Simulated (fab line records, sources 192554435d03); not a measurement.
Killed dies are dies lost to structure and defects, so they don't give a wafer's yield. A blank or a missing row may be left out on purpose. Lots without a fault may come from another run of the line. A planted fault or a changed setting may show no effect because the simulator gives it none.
Split-lot experiment | flow n5_finfet | 7 lots, 39 wafers read, on a route of 1938 steps

THE SPLIT
At N5_BEOL_M7_ILD_DEP_00 (deposits SiCOH lowk from DEMS/porogen, target thk 179.75 nm, time 33.4 s), the setting time_s was moved away from the recipe's 33.4 s on 15 of the 39 wafers read, by -52.1% to +47.5%. The other wafers ran this setting at the recipe's value.

FROM THE SPLIT TO THE READING: what the file shows between them, 1 step
- N5_BEOL_M7_CURE_74: cures SiCOH lowk, time 240 s

THE READING
M7_ILD_THK, in nm, at N5_BEOL_M7_THK_MEAS_01. Fault-free wafers of this fab line usually give 155.1 nm, standard deviation 2.1 nm.

wafer  | tool, chamber at the split | time_s as run, s | against the recipe | M7_ILD_THK, nm | against lot-mates on the recipe
L074.1 | pecvd-03, 2                | 33.4             | recipe             | 155.1          | -
L074.2 | pecvd-03, 0                | 33.4             | recipe             | 153.1          | -
L074.3 | pecvd-03, 2                | 49.27            | +47.5%             | 229.3          | +74.6
L074.4 | pecvd-03, 0                | 49.27            | +47.5%             | 229.5          | +74.8
L074.5 | pecvd-03, 2                | 33.4             | recipe             | 156.0          | -
L074.6 | pecvd-03, 0                | 49.27            | +47.5%             | 230.0          | +75.3
L078.1 | pecvd-03, 0                | 16               | -52.1%             | 79.8           | -76.0
L078.2 | pecvd-03, 1                | 33.4             | recipe             | 154.7          | -
L078.3 | pecvd-03, 2                | 33.4             | recipe             | 154.6          | -
L078.4 | pecvd-03, 2                | 16               | -52.1%             | 79.7           | -76.1
L078.5 | pecvd-03, 1                | 16               | -52.1%             | 81.2           | -74.6
L078.6 | pecvd-03, 0                | 33.4             | recipe             | 158.0          | -
L080.1 | pecvd-03, 1                | 33.4             | recipe             | 154.4          | -
L080.2 | pecvd-03, 0                | 48.04            | +43.8%             | 220.6          | +64.0
L080.3 | pecvd-03, 2                | 48.04            | +43.8%             | 224.6          | +68.0
L080.4 | pecvd-03, 1                | 48.04            | +43.8%             | 225.7          | +69.1
L080.5 | pecvd-03, 0                | 33.4             | recipe             | 155.7          | -
L080.6 | pecvd-03, 2                | 33.4             | recipe             | 159.6          | -
L081.2 | pecvd-03, 0                | 33.4             | recipe             | 156.8          | -
L081.5 | pecvd-03, 0                | 33.4             | recipe             | 156.8          | -
L081.6 | pecvd-03, 2                | 33.4             | recipe             | 159.2          | -
L084.1 | pecvd-04, 0                | 19.94            | -40.3%             | 92.2           | -62.0
L084.2 | pecvd-04, 2                | 33.4             | recipe             | 153.1          | -
L084.3 | pecvd-04, 1                | 33.4             | recipe             | 153.8          | -
L084.4 | pecvd-04, 0                | 33.4             | recipe             | 155.8          | -
L084.5 | pecvd-04, 1                | 19.94            | -40.3%             | 94.5           | -59.7
L084.6 | pecvd-04, 2                | 19.94            | -40.3%             | 94.9           | -59.3
L088.1 | pecvd-04, 1                | 33.4             | recipe             | 152.5          | -
L088.2 | pecvd-04, 0                | 33.4             | recipe             | 153.4          | -
L088.3 | pecvd-04, 2                | 33.4             | recipe             | 154.5          | -
L088.4 | pecvd-04, 1,0              | 21.66            | -35.1%             | 101.7          | -51.8
L088.5 | pecvd-04, 2                | 21.66            | -35.1%             | 101.2          | -52.3
L088.6 | pecvd-04, 1,0              | 21.66            | -35.1%             | 101.8          | -51.7
L090.1 | pecvd-04, 0                | 33.4             | recipe             | 154.8          | -
L090.2 | pecvd-04, 1                | 33.4             | recipe             | 152.1          | -
L090.3 | pecvd-04, 2                | 33.4             | recipe             | 152.9          | -
L090.4 | pecvd-04, 2                | 33.4             | recipe             | 155.0          | -
L090.5 | pecvd-04, 0                | 33.4             | recipe             | 157.1          | -
L090.6 | pecvd-04, 1                | 33.4             | recipe             | 154.4          | -
Where a row lists several chambers, the file gives one row for several wafers and doesn't say which wafer went through which chamber.

THE FIT
A straight line over all 39 wafers: M7_ILD_THK changes by +1.52 nm for each +1% of time_s; r = +1.00; the points scatter about the line by 2.2 nm.
The same after taking each lot's own level away (the mean of its wafers on the recipe; 39 wafers): +1.51 nm for each +1%; r = +1.00; scatter 1.8 nm.
On that fit, the largest move of time_s shifts the reading by 79 nm.
The lots' own levels span 153.47 to 157.60 nm, that is 2.0 times the standard deviation above.
So the lot-to-lot level changes the slope little: the two slopes agree.
Check: with one of the wafers moved furthest among these (-52.1%) left out of the fit, the line predicts -78.2 nm for it against its lot-mates. It came out at -76 nm against them.

OTHER SPLITS ON THESE WAFERS
These wafers also went through other splits before the reading. Each is held against what the fit with the lots' levels taken away leaves over:
other split on the same wafers              | wafers away from the commonest value | r with M7_ILD_THK (lot level and that fit taken away)
N5_BEOL_M0_SAQP_SPACER2_ALD_26 target_thk_a | 9                                    | -0.05
N5_BEOL_M3_DESCUM_33 time_s                 | 6                                    | +0.17

THE WHOLE CHAIN: every reading that the file lists as answering this split, in the file's order
step                   | what it does                                                             | reading                                                                                  | change (the file's fit)              | r (the file's)
N5_BEOL_M7_ILD_DEP_00  | deposits SiCOH lowk from DEMS/porogen, target thk 179.75 nm, time 33.4 s | SiCOH_lowk_of_BEOL_M7_ILD_DEP_00.thk_nm (the simulator's own value, which no gauge read) | +1.73 nm for each +1% of the setting | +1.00
N5_BEOL_M7_CURE_74     | cures SiCOH lowk, time 240 s                                             | SiCOH_lowk_of_BEOL_M7_ILD_DEP_00.thk_nm (the simulator's own value, which no gauge read) | +1.51 nm for each +1% of the setting | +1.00
N5_BEOL_M7_THK_MEAS_01 |                                                                          | M7_ILD_THK                                                                               | +1.51 for each +1% of the setting    | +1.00

THE FILE'S OWN FIT
M7_ILD_THK changes by +1.51 nm for each +1% of time_s, r = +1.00.
